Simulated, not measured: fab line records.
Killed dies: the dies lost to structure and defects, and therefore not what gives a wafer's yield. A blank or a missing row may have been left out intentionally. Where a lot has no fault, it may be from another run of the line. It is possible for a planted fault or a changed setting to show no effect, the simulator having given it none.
fab line records    flow n5-finfet
record lots=8  wafers=24  last-day=19
route steps=1938 shown FIN_SAQP@142 FIN_CUT@166 BEOL_M4@1111
lots that met no fault: from a run of the same line without faults
start-h: start of the lot's first displayed wafer, in hours after the record's first day    wait-h: hours since the lot's step before    " the same as in the row above    L1.1+2: several wafers, shown together as one row    - value missing, or start not given    * or withheld: withheld    < > ~ a bound
route shown NAME@n: a module of which the file shows steps, and the number in the route of the first    usual: the fault-free wafers' mean and standard deviation    same: alike in all rows    chamber/n: place in a boat    sites: each site's reading    _std_site: their standard deviation    _edge_site: the outer-site mean with the inner-site mean subtracted    radius-mm: for every site, how far away it sits from the centre of the wafer    mask NAME#n: copy n    behind: the tool/chamber that last shaped the wafer    hold: reason for holding the lot/hours on hold/outcome of the hold    device: the transistor (n, p or np) that didn't switch    end of line: tests of these same wafers at the route's end    where a step has no rows: the recipe by itself    killed: dies lost to structure and defects at the first sort, not the wafer's yield    map: shows each die of a wafer: x if killed, . if not, _ if none is there
set.NAME: setting as actually run; set.NAME@STEP: the setting as run at that earlier step    model.NAME: the simulator's own value behind a step, which no gauge read
one table for each step of the route and one row for each wafer, over a sample of lots
services: a tool's chamber out of use, with start hour (start-h, from the record's first day; less than 0 if before it), hours out, and reason
## steps
# step N5_FIN_SAQP_HM_OPEN_33
# recipe chemistry=CH3F/O2  target=SiNx  mask-material=SiO2  target-depth-a=494  time-s=70.6  pressure-mtorr=30  source-w=395  bias-w=73  Ar_flow_sccm=150  CH3F_flow_sccm=30  O2_flow_sccm=20  ion-energy-ev=120  ends=cleared
# usual drypump-motor-current-A=5.9/0.49  etch-rf-on-time-s=69.2/1  oes_f_703_au=0.79/0.078  oes-product-au=0.68/0.07  rf-vpp-V=298/3.2  showerhead-plenum-p-Torr=2.03/0.053  throttle-valve-pct=16.42/0.16
lot.wafer  tool         chamber  start-h  wait-h  drypump-motor-current-A  etch-rf-on-time-s  oes_f_703_au  oes-product-au  rf-hours-counter-h  rf-vpp-V  showerhead-plenum-p-Torr  throttle-valve-pct
L331.1     rie-diel-05  3        27.51    0.0     5.9                      68.5               0.89          0.75            39                  296       1.96                      16.41
L331.3     "            2        "        "       6.1                      67.7               0.78          0.67            149                 299       2.08                      16.56
L331.5     "            3        "        "       6.0                      69.7               0.88          0.75            -                   297       1.96                      16.41
L333.1     rie-diel-05  1        39.49    0.2     6.6                      67.6               0.82          0.71            95                  296       2.02                      16.11
L333.2     "            3        "        "       6.0                      68.2               0.88          0.75            44                  297       1.95                      16.42
L333.4     "            2        "        "       6.0                      69.3               0.77          0.66            154                 299       2.08                      16.56
L334.2     rie-diel-05  3        44.14    0.2     6.0                      69.6               0.88          0.74            46                  295       1.95                      16.43
L334.5     "            0        "        "       5.7                      70.9               0.87          0.75            -                   299       2.13                      16.35
L334.6     "            3        "        "       6.0                      71.0               0.89          0.74            -                   296       1.95                      16.42
L336.1     rie-diel-05  2        58.07    0.0     6.0                      68.4               0.76          0.65            163                 297       2.08                      16.59
L336.3     "            0        "        "       5.7                      69.8               0.86          0.75            34                  300       2.13                      16.36
L336.5     "            0        "        "       5.7                      70.2               0.85          0.75            -                   301       2.13                      16.35
L338.2     rie-diel-05  3        68.60    0.0     6.0                      66.9               0.87          0.73            56                  296       1.95                      16.44
L338.5     "            0        "        "       5.7                      68.6               0.85          0.74            -                   301       2.13                      16.35
L338.6     "            1        "        "       6.6                      67.0               0.81          0.70            -                   294       2.02                      16.16
L341.2     rie-diel-01  2        85.95    0.1     5.0                      68.1               0.70          0.61            210                 303       2.07                      16.32
L341.4     "            3        "        "       5.2                      68.9               0.83          0.69            92                  293       2.02                      16.56
L341.5     "            0        "        "       6.5                      69.5               0.90          0.79            -                   301       1.97                      16.19
L342.2     rie-diel-05  3        91.62    0.1     5.9                      67.7               0.85          0.73            64                  296       1.95                      16.45
L342.3     "            1        "        "       6.6                      68.8               0.80          0.68            116                 295       2.01                      16.16
L342.4     "            0        "        "       5.7                      70.3               0.84          0.73            46                  300       2.12                      16.37
L352.4     rie-diel-01  1        153.27   0.1     5.6                      69.9               0.77          0.66            161                 294       2.00                      16.50
L352.5     "            1        "        "       5.6                      69.0               0.76          0.66            -                   296       2.00                      16.52
L352.6     "            0        "        "       6.5                      69.2               0.86          0.76            -                   299       1.96                      16.24
# step N5_FIN_SAQP_ETCH_34
# recipe chemistry=C4F6/O2  target=SiO2  target-depth-a=450  time-s=15  ion-energy-ev=250  pressure-mtorr=30  source-w=345  bias-w=185  Ar_flow_sccm=300  C4F6_flow_sccm=10  O2_flow_sccm=10  ends=cleared
# usual bias-w=185.1/0.57  drypump-motor-current-A=5.9/0.49  etch-rf-on-time-s=15.01/0.17  oes_f_703_au=0.79/0.078  oes-product-au=0.67/0.07  rf-vpp-V=667/7.1  showerhead-plenum-p-Torr=2.88/0.071  throttle-valve-pct=21.16/0.15
lot.wafer  tool         chamber  start-h  wait-h  bias-w  drypump-motor-current-A  etch-rf-on-time-s  oes_f_703_au  oes-product-au  rf-hours-counter-h  rf-vpp-V  showerhead-plenum-p-Torr  throttle-valve-pct
L331.1     rie-diel-05  3        27.58    0.0     184.6   6.0                      14.89              0.88          0.76            39                  664       2.79                      21.21
L331.3     "            2        "        "       183.6   6.0                      15.06              0.78          0.65            149                 668       2.96                      21.28
L331.5     "            3        "        "       185.2   6.0                      14.90              0.89          0.76            -                   662       2.79                      21.18
L333.1     rie-diel-05  1        39.56    0.0     185.5   6.6                      14.95              0.83          0.70            95                  662       2.87                      20.87
L333.2     "            3        "        "       185.8   6.0                      14.87              0.88          0.75            44                  664       2.78                      21.21
L333.4     "            2        "        "       185.7   6.1                      15.09              0.78          0.65            154                 666       2.95                      21.29
L334.2     rie-diel-05  3        44.21    0.0     185.0   6.0                      15.09              0.88          0.74            46                  662       2.78                      21.20
L334.5     "            0        "        "       184.6   5.7                      15.04              0.88          0.75            -                   671       3.02                      21.13
L334.6     "            3        "        "       185.1   6.0                      15.10              0.88          0.74            -                   663       2.78                      21.22
L336.1     rie-diel-05  2        58.14    0.0     184.4   6.0                      15.17              0.77          0.64            163                 666       2.95                      21.31
L336.3     "            0        "        "       184.8   5.7                      15.28              0.86          0.74            34                  675       3.02                      21.12
L336.5     "            0        "        "       184.7   5.7                      15.24              0.86          0.74            -                   673       3.02                      21.13
L338.2     rie-diel-05  3        68.67    0.0     184.3   6.0                      14.92              0.86          0.73            56                  663       2.78                      21.23
L338.5     "            0        "        "       185.0   5.7                      15.08              0.85          0.74            -                   673       3.02                      21.14
L338.6     "            1        "        "       184.4   6.6                      15.00              0.81          0.70            -                   661       2.87                      20.88
L341.2     rie-diel-01  2        86.02    0.0     185.7   5.0                      14.97              0.70          0.61            210                 682       2.94                      21.01
L341.4     "            3        "        "       184.9   5.2                      14.81              0.82          0.69            92                  656       2.87                      21.30
L341.5     "            0        "        "       184.5   6.5                      14.77              0.91          0.80            -                   671       2.81                      20.99
L342.2     rie-diel-05  3        91.69    0.0     184.9   6.0                      14.97              0.85          0.73            64                  663       2.78                      21.24
L342.3     "            1        "        "       184.5   6.6                      14.89              0.80          0.68            116                 659       2.86                      20.90
L342.4     "            0        "        "       185.0   5.7                      15.07              0.83          0.74            46                  672       3.01                      21.15
L352.4     rie-diel-01  1        153.34   0.0     185.4   5.7                      14.80              0.77          0.66            161                 662       2.84                      21.23
L352.5     "            1        "        "       184.8   5.7                      14.94              0.77          0.66            -                   662       2.84                      21.25
L352.6     "            0        "        "       185.2   6.5                      14.92              0.85          0.74            -                   671       2.79                      21.03
# step N5_FIN_CUT_DESCUM_13
# recipe chemistry=O2  time-s=7  source-power-w=50  bias-power-w=20  pressure-mtorr=20  rf-frequency-hz=2.712e+07  temp-c=40  resist=CAR-EUV  o2-flow-sccm=225
# usual drypump-motor-current-A=5.7/0.46  oes-product-au=0.77/0.09  rf-vpp-V=243.1/1.4  showerhead-plenum-p-Torr=2.09/0.068  throttle-valve-pct=20.51/0.21
lot.wafer  tool         chamber  start-h  wait-h  drypump-motor-current-A  oes-product-au  rf-hours-counter-h  rf-vpp-V  showerhead-plenum-p-Torr  throttle-valve-pct
L331.1     rie-diel-03  1        28.49    0.0     6.0                      0.75            174                 244.9     2.17                      20.45
L331.3     "            2        "        "       5.3                      0.74            187                 240.8     2.00                      20.56
L331.5     "            1        "        "       6.1                      0.75            -                   243.1     2.17                      20.45
L333.1     rie-diel-06  2        40.47    0.1     6.4                      0.79            129                 243.1     2.02                      20.23
L333.2     "            0        "        "       5.2                      0.69            228                 241.8     2.07                      20.51
L333.4     "            1        "        "       5.6                      0.74            172                 245.9     2.18                      20.82
L334.2     rie-diel-06  3        45.22    0.0     5.4                      0.73            167                 243.1     2.08                      20.56
L334.5     "            3        "        "       5.4                      0.73            -                   243.1     2.08                      20.58
L334.6     "            2        "        "       6.4                      0.78            -                   240.4     2.02                      20.22
L336.1     rie-diel-06  2        59.16    0.0     6.4                      0.76            133                 241.4     2.02                      20.24
L336.3     "            0        "        "       5.1                      0.68            232                 242.1     2.07                      20.52
L336.5     "            2        "        "       6.4                      0.77            -                   242.3     2.02                      20.22
L338.2     rie-diel-02  1        69.56    0.0     6.3                      0.70            244                 242.5     2.15                      20.50
L338.5     "            2        "        "       6.0                      0.77            -                   246.2     2.20                      20.48
L338.6     "            1        "        "       6.3                      0.71            -                   242.8     2.15                      20.51
L341.2     rie-diel-03  2        86.92    0.0     5.3                      0.71            208                 241.5     1.99                      20.60
L341.4     "            0        "        "       4.7                      0.89            11                  242.7     2.06                      20.16
L341.5     "            3        "        "       5.5                      0.67            -                   241.2     1.98                      20.60
L342.2     rie-diel-02  2        92.71    0.0     6.0                      0.77            136                 242.6     2.20                      20.50
L342.3     "            3        "        "       5.8                      0.82            63                  242.0     2.03                      20.70
L342.4     "            0        "        "       5.6                      0.67            -                   242.3     2.07                      20.72
L352.4     rie-diel-02  2        154.24   0.0     6.0                      0.75            155                 244.6     2.19                      20.54
L352.5     "            0        "        "       5.6                      0.95            -                   242.8     2.07                      20.35
L352.6     "            1        "        "       6.3                      0.93            -                   245.0     2.14                      20.18
# step N5_FIN_CUT_ETCH_21
# recipe chemistry=N2/H2  target=SOC  target-depth-a=2190  overetch-a=438  mask-material=SiARC  temp-c=40  ion-energy-ev=100  bias-w=61  time-s=523.5  pressure-mtorr=30  source-w=850  n2-flow-sccm=200  h2-flow-sccm=200
# usual bias-w=61.03/0.19  drypump-motor-current-A=5.7/0.46  h2-flow-sccm=199.9/0.59  oes-product-au=0.71/0.082  rf-vpp-V=240.7/1.4  showerhead-plenum-p-Torr=2.54/0.08  throttle-valve-pct=17.86/0.24
lot.wafer  tool         chamber  start-h  wait-h  bias-w  drypump-motor-current-A  h2-flow-sccm  oes-product-au  rf-hours-counter-h  rf-vpp-V  showerhead-plenum-p-Torr  throttle-valve-pct
L331.1     rie-diel-03  1        28.58    0.0     61.51   6.0                      200.2         0.69            175                 242.5     2.64                      17.95
L331.3     "            2        "        "       60.95   5.3                      199.7         0.69            187                 239.2     2.42                      17.93
L331.5     "            1        "        "       61.26   6.0                      200.6         0.69            -                   242.4     2.64                      17.95
L333.1     rie-diel-06  2        40.56    0.0     61.24   6.4                      199.5         0.71            129                 240.2     2.44                      17.55
L333.2     "            0        "        "       60.70   5.2                      199.0         0.64            228                 239.1     2.51                      17.87
L333.4     "            1        "        "       61.16   5.6                      199.8         0.68            172                 241.8     2.64                      18.15
L334.2     rie-diel-06  3        45.32    0.0     61.01   5.4                      200.4         0.66            167                 241.8     2.55                      18.00
L334.5     "            3        "        "       61.06   5.4                      199.7         0.67            -                   241.8     2.55                      18.01
L334.6     "            2        "        "       60.99   6.4                      200.3         0.72            -                   239.8     2.44                      17.54
L336.1     rie-diel-06  2        59.26    0.0     61.15   6.4                      199.4         0.71            134                 239.3     2.44                      17.54
L336.3     "            0        "        "       60.82   5.2                      198.7         0.63            232                 238.9     2.50                      17.86
L336.5     "            2        "        "       61.10   6.5                      199.9         0.72            -                   239.1     2.44                      17.54
L338.2     rie-diel-02  1        69.65    0.0     61.29   6.4                      200.0         0.65            244                 240.2     2.60                      17.98
L338.5     "            2        "        "       61.30   6.0                      199.6         0.71            -                   242.0     2.65                      17.75
L338.6     "            1        "        "       61.29   6.4                      199.6         0.65            -                   242.4     2.60                      18.00
L341.2     rie-diel-03  2        87.01    0.0     61.27   5.3                      200.2         0.67            208                 238.3     2.41                      17.97
L341.4     "            0        "        "       60.96   4.8                      200.9         0.84            11                  242.2     2.50                      17.46
L341.5     "            3        "        "       61.19   5.5                      199.6         0.62            -                   236.8     2.41                      17.97
L342.2     rie-diel-02  2        92.80    0.0     61.11   6.0                      199.6         0.70            136                 243.0     2.65                      17.76
L342.3     "            3        "        "       60.79   5.8                      200.3         0.75            63                  237.9     2.48                      18.06
L342.4     "            0        "        "       61.10   5.6                      199.7         0.63            -                   240.8     2.50                      17.99
L352.4     rie-diel-02  2        154.33   0.0     61.08   6.0                      200.2         0.69            155                 240.8     2.64                      17.78
L352.5     "            0        "        "       61.37   5.7                      200.4         0.87            -                   238.9     2.49                      17.57
L352.6     "            1        "        "       58.51   6.3                      200.7         0.84            -                   236.1     2.59                      17.59
# step N5_BEOL_M4_RC_MEAS_101
# usual DIBL_N=36.6/1.3  DIBL_P=36.4/1.4  IOFF_N=0.167/0.023  IOFF_P=0.219/0.029  ION_N=678/8.7  ION_P=464/6.4  SS_N=71.5/0.53  SS_P=73.4/0.57  VT_N=248.5/2.8  VT_P=-249/3.1
lot.wafer  tool       chamber  start-h  wait-h  DIBL_N[mV/V]  DIBL_P[mV/V]  IOFF_N[nA/um]  IOFF_P[nA/um]  ION_N[uA/um]  ION_P[uA/um]  SS_N[mV/dec]  SS_P[mV/dec]  VT_N[mV]  VT_P[mV]
L331.1     prober-01  0        185.19   0.0     37.4          37.4          0.195          0.237          697           467           72.2          73.3          243.2     -248
L331.3     "          0        "        "       37.8          37.4          0.193          0.224          690           465           70.9          72.9          245.4     -249
L331.5     "          0        "        "       36.8          36.8          0.171          0.216          683           465           71.2          73.5          248.1     -250
L334.2     prober-02  0        193.25   0.2     35.6          34.5          0.152          0.219          676           470           71.3          73.5          247.8     -246
L334.5     "          0        "        "       37.3          36.0          0.181          0.244          685           472           71.9          73.3          246.9     -247
L334.6     "          0        "        "       36.9          36.0          0.180          0.244          679           468           71.7          73.9          249.0     -245
L333.1     prober-02  0        196.22   0.0     35.3          33.7          0.136          0.182          658           455           70.3          73.0          255.9     -250
L333.2     "          0        "        "       34.1          32.7          0.125          0.170          659           458           70.5          72.9          253.4     -250
L333.4     "          0        "        "       34.1          33.6          0.129          0.179          668           458           70.8          72.8          253.7     -251
L336.1     prober-02  0        201.08   0.0     34.3          33.1          0.125          0.212          660           468           71.6          72.4          254.0     -247
L336.3     "          0        "        "       35.1          33.8          0.132          0.219          673           475           71.4          72.5          253.4     -249
L336.5     "          0        "        "       36.7          35.5          0.164          0.256          675           476           73.2          72.3          249.6     -245
L338.2     prober-01  0        233.17   0.2     36.8          37.2          0.144          0.192          676           460           71.5          73.0          251.5     -252
L338.5     "          0        "        "       36.2          36.7          0.149          0.185          678           460           71.3          73.2          251.0     -256
L338.6     "          0        "        "       35.3          35.4          0.128          0.163          675           452           71.1          72.7          253.6     -255
L342.2     prober-01  0        254.85   0.2     34.9          36.0          0.157          0.243          675           467           71.3          73.4          252.5     -242
L342.3     "          0        "        "       34.1          34.6          0.154          0.216          678           468           71.1          72.9          248.4     -246
L342.4     "          0        "        "       34.5          35.8          0.158          0.238          681           472           71.1          73.4          249.7     -247
L341.2     prober-01  0        283.34   0.2     34.9          34.7          0.144          0.182          674           460           71.2          72.9          250.8     -253
L341.4     "          0        "        "       36.6          36.5          0.170          0.208          669           458           71.6          73.3          247.6     -249
L341.5     "          0        "        "       34.6          34.2          0.131          0.178          665           461           70.7          72.7          249.1     -251
L352.4     prober-01  0        351.61   0.5     37.1          39.1          0.171          0.247          674           463           72.1          73.3          249.8     -248
L352.5     "          0        "        "       37.7          38.4          0.176          0.233          675           465           72.4          73.7          250.0     -248
L352.6     "          0        "        "       36.9          38.3          0.168          0.222          678           466           71.7          73.8          252.3     -251
## services
tool         chamber  start-h  hours  kind
rie-diel-01  2        7.11     1.4    repair
rie-diel-03  0        17.61    9.8    repair
rie-diel-06  -        23.74    1.3    repair
rie-diel-06  0        28.99    6.7    repair
rie-diel-03  0        30.72    -      clean
rie-diel-03  0        30.72    -      consumable-replace:focus-ring
rie-diel-03  0        30.72    21.0   scheduled-down
rie-diel-01  -        31.91    2.8    pm
rie-diel-02  1        86.29    -      clean
rie-diel-02  1        86.29    -      consumable-replace:focus-ring
rie-diel-02  1        86.29    15.5   scheduled-down
rie-diel-02  1        86.29    15.5   vent-cycle
rie-diel-03  1        92.93    14.9   repair
rie-diel-02  0        102.04   -      clean
rie-diel-02  0        102.04   -      consumable-replace:focus-ring
rie-diel-02  0        102.04   16.1   scheduled-down
rie-diel-02  0        102.04   16.1   vent-cycle
rie-diel-06  0        120.08   -      clean
rie-diel-06  0        120.08   -      consumable-replace:focus-ring
rie-diel-06  0        120.08   16.2   scheduled-down
rie-diel-06  0        120.08   16.2   vent-cycle
rie-diel-06  2        125.76   11.1   repair
rie-diel-05  -        132.88   14.6   pm
rie-diel-03  1        145.19   1.6    repair
## key
first-sign step=N5_FIN_CUT_ETCH_21  reading=bias-w  direction=down  sigmas=13  usual=*  struck=*
effect step=N5_FIN_CUT_ETCH_21  reading=rf-vpp-V  direction=down  sigmas=3.3  usual=240.7  struck=236.1
met-at N5_FIN_CUT_ETCH_21
struck-lots L352
struck-wafers L352.6
not-acting-at N5_FIN_SAQP_HM_OPEN_33,N5_FIN_SAQP_ETCH_34,N5_FIN_CUT_DESCUM_13
onset-between 69.65 154.33
fault kind=process-parameter-drift  tool=rie-diel-02  chamber=1  onset-h=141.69  steps=N5_FIN_CUT_ETCH_21  channel=bias-w  offset=*  shape=step  end-h=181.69  acts-in=*  stated=*
